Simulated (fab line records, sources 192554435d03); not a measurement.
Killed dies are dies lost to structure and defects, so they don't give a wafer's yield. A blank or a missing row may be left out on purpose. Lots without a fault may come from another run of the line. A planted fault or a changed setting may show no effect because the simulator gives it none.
Split-lot experiment | flow n5_finfet | 7 lots, 21 wafers read, on a route of 1938 steps

THE SPLIT
At N5_BEOL_M11_PECVD_70 (deposits SiO2 from TEOS/O2, target thk 20 nm, time 22.7 s), the setting temp_c was moved away from the recipe's 400 C on 9 of the 21 wafers read, by -4.3% to +2.6%. The other wafers ran this setting at the recipe's value.

The reading is taken at the split's own step.

THE READING
SiO2_of_BEOL_M11_PECVD_70.thk_nm (the simulator's own value, which no gauge read), in nm, at N5_BEOL_M11_PECVD_70 (deposits SiO2 from TEOS/O2, target thk 20 nm, time 22.7 s). The file gives no usual value for it. The 12 wafers here that ran the recipe average 19.8 nm, standard deviation 0.31 nm.

wafer  | tool, chamber at the split | temp_c as run, C | against the recipe | SiO2_of_BEOL_M11_PECVD_70.thk_nm, nm | against lot-mates on the recipe
L081.1 | pecvd-04, 0                | 382.8            | -4.3%              | 21.8                                 | +1.9
L081.2 | pecvd-04, 1                | 400              | recipe             | 19.6                                 | -
L081.4 | pecvd-04, 0                | 400              | recipe             | 20.2                                 | -
L083.1 | pecvd-04, 1                | 400              | recipe             | 19.6                                 | -
L083.2 | pecvd-04, 2                | 393.6            | -1.6%              | 21                                   | +1.3
L083.5 | pecvd-04, 1                | 400              | recipe             | 19.8                                 | -
L084.1 | pecvd-01, 0                | 400              | recipe             | 19.4                                 | -
L084.5 | pecvd-01, 2                | 400              | recipe             | 20                                   | -
L084.6 | pecvd-01, 0                | 400              | recipe             | 19.8                                 | -
L086.2 | pecvd-04, 2                | 400              | recipe             | 20.2                                 | -
L086.3 | pecvd-04, 0                | 400              | recipe             | 19.6                                 | -
L086.4 | pecvd-04, 1                | 406.3            | +1.6%              | 19.2                                 | -0.7
L088.1 | pecvd-04, 0                | 400              | recipe             | 19.4                                 | -
L088.3 | pecvd-04, 1                | 409              | +2.2%              | 18.2                                 | -1.2
L088.6 | pecvd-04, 0                | 409              | +2.2%              | 18.6                                 | -0.8
L093.1 | pecvd-01, 0                | 410.2            | +2.6%              | 18.2                                 | no lot-mate on the recipe
L093.3 | pecvd-01, 1                | 410.2            | +2.6%              | 18.4                                 | no lot-mate on the recipe
L093.5 | pecvd-01, 2                | 410.2            | +2.6%              | 18.6                                 | no lot-mate on the recipe
L091.4 | pecvd-02, 0                | 400              | recipe             | 20                                   | -
L091.5 | pecvd-02, 1                | 400              | recipe             | 20.4                                 | -
L091.6 | pecvd-02, 2                | 405.8            | +1.4%              | 19.6                                 | -0.6

THE FIT
A straight line over all 21 wafers: SiO2_of_BEOL_M11_PECVD_70.thk_nm changes by -0.526 nm for each +1% of temp_c; r = -0.94; the points scatter about the line by 0.33 nm.
The same after taking each lot's own level away (the mean of its wafers on the recipe; 18 wafers): -0.469 nm for each +1%; r = -0.94; scatter 0.25 nm.
On that fit, the largest move of temp_c shifts the reading by 2 nm.
The lots' own levels span 19.40 to 20.20 nm, that is 2.5 times the standard deviation above.
So the lot-to-lot level changes the slope: the two fits differ.
Check: with one of the wafers moved furthest among these (-4.3%) left out of the fit, the line predicts +2.28 nm for it against its lot-mates. It came out at +1.9 nm against them.

OTHER SPLITS ON THESE WAFERS
These wafers also went through other splits before the reading. Each is held against what the fit with the lots' levels taken away leaves over:
other split on the same wafers     | wafers away from the commonest value | r with SiO2_of_BEOL_M11_PECVD_70.thk_nm (lot level and that fit taken away)
N5_BEOL_M6_TRENCH_ETCH_37 source_w | 5                                    | +0.14
N5_BEOL_M7_EXPOSE_25 dose_mj       | 9                                    | +0.03
N5_BEOL_M8_ETCH_62 time_s          | 7                                    | -0.02
N5_BEOL_M8_COAT_71 spin_rpm        | 7                                    | -0.17
N5_BEOL_M9_COAT_05 spin_rpm        | 9                                    | +0.27
N5_BEOL_M10_ILD_DEP_00 time_s      | 7                                    | +0.13
N5_BEOL_M10_HM_DEP_02 target_thk_a | 5                                    | -0.04

THE FILE'S OWN FIT
SiO2_of_BEOL_M11_PECVD_70.thk_nm changes by -0.471 nm for each +1% of temp_c, r = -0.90.
